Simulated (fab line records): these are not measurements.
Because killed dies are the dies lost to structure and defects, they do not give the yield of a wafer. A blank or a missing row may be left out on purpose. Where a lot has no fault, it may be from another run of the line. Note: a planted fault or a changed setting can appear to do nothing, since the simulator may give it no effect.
A lot that was struck, set against a sound lot || flow nand_harc || 14 out of 1302 route steps
Sound: the wafers L234.1, L234.2, L234.5. Struck: wafers L225.3, L225.6 (left out: L225.5, a lot-mate that was not struck); the cause follows at the end.
For every step that has rows: the tool of each side, followed by ch and its chambers, followed by its first start. Under that, the readings that differ: sound wafers || struck wafers || difference of the means || sigmas: that difference in standard deviations of wafers without a fault.
alike: words and numbers the same on both sides, and readings whose means are apart by under 2 such deviations; not compared: readings that were withheld, readings missing a value for some wafer, numbers with overlapping values and no deviation given by the record, and bounds like >300 which may hide the same value.
The two part at a step that has a row with sigmas, a row that says differs or no value, or rows on one side only. Non-overlapping numbers with no deviation appear without sigmas and do not part them. A reading missing from all wafers of one side parts the sides only when that side holds two or more wafers.

first, 1 step without rows for these wafers: NHARC_A_CONTACT_DEVELOP_07 (develop time 35 s).
NHARC_A_CONTACT_CD_MEAS_08: target cd 200 nm.
  sound on cd_sem-03 ch 0, day 29 13:20; struck on cd_sem-02 ch 0, day 24 18:26
  alike: cd_nm
NHARC_A_CONTACT_OVL_MEAS_09:
  struck on overlay-01, day 24 18:31; sound on overlay-02, day 29 13:26
{"reading": "overlay_x_nm (nm)", "sound": "-1.5 -1.8 -1.7", "struck": "0.2 0.7", "difference": "+2.1", "sigmas": "+2"}
  alike: overlay_y_nm
NHARC_A_CONTACT_INSPECT_10:
  struck on defect_inspect-01, day 24 18:34; sound on defect_inspect-02, day 29 13:28
  alike: raw_defect_count
NHARC_A_CONTACT_DESCUM_13: chemistry O2, time 3 s.
  sound on rie_diel-01 ch 1,2,3, day 29 13:32; struck on rie_diel-01 ch 0,3, day 24 18:37
  alike: drypump_motor_current_A, oes_product_au, rf_vpp_V, showerhead_plenum_p_Torr, throttle_valve_pct
  not compared: rf_hours_counter_h
NHARC_A_CONTACT_ETCH_88: etches the open film in CF4, target depth 39 nm, time 65 s.
  sound on rie_diel-01 ch 0,2, day 29 13:37; struck on rie_diel-01 ch 1, day 24 18:43
  alike: drypump_motor_current_A, oes_product_au, rf_vpp_V, run_length_s, showerhead_plenum_p_Torr, throttle_valve_pct
  not compared: rf_hours_counter_h
then, 2 steps without rows for these wafers: NHARC_A_CONTACT_ETCH_89 (etches the open film in N2/H2, target depth 260 nm, time 475.3 s); NHARC_A_CONTACT_ETCH_30 (etches the open film in CF4/CHF3, target depth 72.6 nm, time 36.3 s).
NHARC_A_CONTACT_ETCH_31: etches the open film in O2/COS, target depth 2800 nm, time 728 s.
  sound: rie_diel-01 ch 0,1,2; struck: rie_diel-01 ch 2
  alike: drypump_motor_current_A, oes_product_au, rf_vpp_V, run_length_s, showerhead_plenum_p_Torr, throttle_valve_pct
  not compared: rf_hours_counter_h
NHARC_A_CONTACT_ETCH_134: etches the open film in C4F8/O2/Ar, time 140 s, target depth 700 nm.
  sound on har_cap_etch-01 ch 0,1, day 29 14:39; struck on har_cap_etch-03 ch 0, day 24 19:51
  alike: run_length_s
  not compared: rf_hours_counter_h
NHARC_A_CONTACT_ETCH_135: etches the open film in C4F8/O2/Ar, time 311 s, target depth 1912 nm.
  sound on har_cap_etch-01 ch 0,1, day 29 14:51; struck on har_cap_etch-03 ch 0, day 24 20:05
  not compared: rf_hours_counter_h, run_length_s
then, 1 step without rows for these wafers: NHARC_A_CONTACT_ETCH_136 (etches the open film in C4F8/O2/Ar, time 311 s, target depth 1912 nm).
NHARC_A_CONTACT_ETCH_137: etches the open film in C4F8/O2/Ar, time 311 s, target depth 1912 nm.
  sound on har_cap_etch-01 ch 0,1, day 29 15:24; struck on har_cap_etch-03 ch 0, day 24 20:38
{"reading": "run_length_s (s)", "sound": "311 311 311", "struck": "348.66 348.66", "difference": "+37.66", "sigmas": ""}
  not compared: rf_hours_counter_h
then, 1 step without rows for these wafers: NHARC_A_CONTACT_ETCH_138 (etches the open film in C4F8/O2/Ar, time 311 s, target depth 1914 nm).

## WHERE THEY PART
Only at NHARC_A_CONTACT_OVL_MEAS_09, within this record. Later steps at which nothing parts them and some readings are alike: NHARC_A_CONTACT_INSPECT_10, NHARC_A_CONTACT_DESCUM_13, NHARC_A_CONTACT_ETCH_88, NHARC_A_CONTACT_ETCH_31, NHARC_A_CONTACT_ETCH_134.

WHY: what had been put in by the simulator
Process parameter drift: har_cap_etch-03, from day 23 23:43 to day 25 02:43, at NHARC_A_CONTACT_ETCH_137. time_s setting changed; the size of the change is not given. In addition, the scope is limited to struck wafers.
